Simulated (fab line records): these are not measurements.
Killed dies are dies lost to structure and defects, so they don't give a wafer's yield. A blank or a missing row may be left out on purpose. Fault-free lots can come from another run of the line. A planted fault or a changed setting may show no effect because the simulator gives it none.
Chamber matching -- flow nand-harc -- pecvd-03 running NHARC_A_ONON_D1_DEP_33: 3 sister chambers
The step deposits SiO2, target thk 200 nm. 6 wafers are shown with their chamber, then 7 later ones without.

## WAFERS PAIRED WITH THEIR CHAMBERS
wafer,chamber,throttle-valve-pct (%),heater-power-w (W)
L348.6,2,15.0,554
L350.4,2,15.0,569
L352.2,1,15.8,433
L352.6,0,15.0,665
L354.1,1,15.9,479
L354.3,0,15.2,616

## WAFERS WITH NO CHAMBER GIVEN
wafer,throttle-valve-pct (%),heater-power-w (W)
L354.6,15.0,599
L355.2,15.5,511
L355.3,15.4,558
L355.6,15.2,554
L361.3,15.8,575
L361.5,15.6,432
L361.6,15.7,600

## WHICH CHAMBER EACH WENT THROUGH
wafer,from the rows above,in truth
L354.6,can't be placed: 2 or 0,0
L355.2,can't be placed: 1 or 2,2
L355.3,can't be placed: 2 or 0 or 1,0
L355.6,can't be placed: 2 or 0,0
L361.3,1,1
L361.5,1,1
L361.6,can't be placed: 1 or 0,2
Placed correctly: 2 of 7. Can't be placed from these rows: 5 (the true chamber is among the candidates in 4). Wrongly placed: 0.
How it was worked out, from the rows above alone: a wafer's distance from a chamber is the root of the sum, over the readings, of the square of ((its reading less the chamber's mean) divided by the reading's scatter). The wafer belongs to the nearest chamber; if the next one is less than 2 further off, it can't be placed. For every chamber, the mean is computed from those of its wafers that are shown. The scatter is the square root of a quotient: the sum, over the shown wafers, of each reading's squared deviation from its chamber's mean, divided by wafers minus chambers.
